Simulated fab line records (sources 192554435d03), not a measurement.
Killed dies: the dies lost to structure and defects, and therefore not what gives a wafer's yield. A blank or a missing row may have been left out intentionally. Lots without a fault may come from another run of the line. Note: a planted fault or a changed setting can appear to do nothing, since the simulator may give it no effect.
Matching of chambers ; flow n5_finfet ; rie_diel-06 running N5_FIN_SAQP_ETCH_69: 4 sister chambers
The step etches SOC in N2/H2, stops on SiNx, target depth 150 nm. 8 wafers are shown with their chamber, then 6 later ones without.

EACH WAFER AND ITS CHAMBER
wafer;chamber;drypump_motor_current_A (A);throttle_valve_pct (%)
L830.4;1;6.7;17.87
L838.2;0;5.3;17.68
L838.5;2;5.4;17.81
L840.3;2;5.5;17.80
L840.4;3;5.2;17.52
L840.6;1;6.7;17.92
L846.2;3;5.2;17.54
L846.4;0;5.3;17.73

WAFERS WHOSE CHAMBER IS MISSING
wafer;drypump_motor_current_A (A);throttle_valve_pct (%)
L846.6;5.5;17.79
L848.1;5.1;17.53
L848.5;5.3;17.72
L849.1;5.1;17.56
L849.2;5.3;17.72
L849.6;6.7;17.94

WHICH CHAMBER EACH ONE RAN IN
wafer;from the rows above;in truth
L846.6;2;2
L848.1;3;3
L848.5;0;0
L849.1;3;3
L849.2;0;0
L849.6;1;1
Correct placement for 6 of the 6. Can't be placed from these rows: 0. Wrongly placed: 0.
How it was worked out, from the rows above alone: a wafer's distance from a chamber is the root of the sum, over the readings, of the square of ((its reading less the chamber's mean) divided by the reading's scatter). If the next closest chamber is less than 2 further off than the closest, the wafer can't be placed; otherwise it belongs to the closest. The mean given for a chamber averages the wafers shown for that chamber. The scatter: the root of (the sum of the squares of (reading less its chamber's mean) over the shown wafers, divided by (wafers less chambers)).
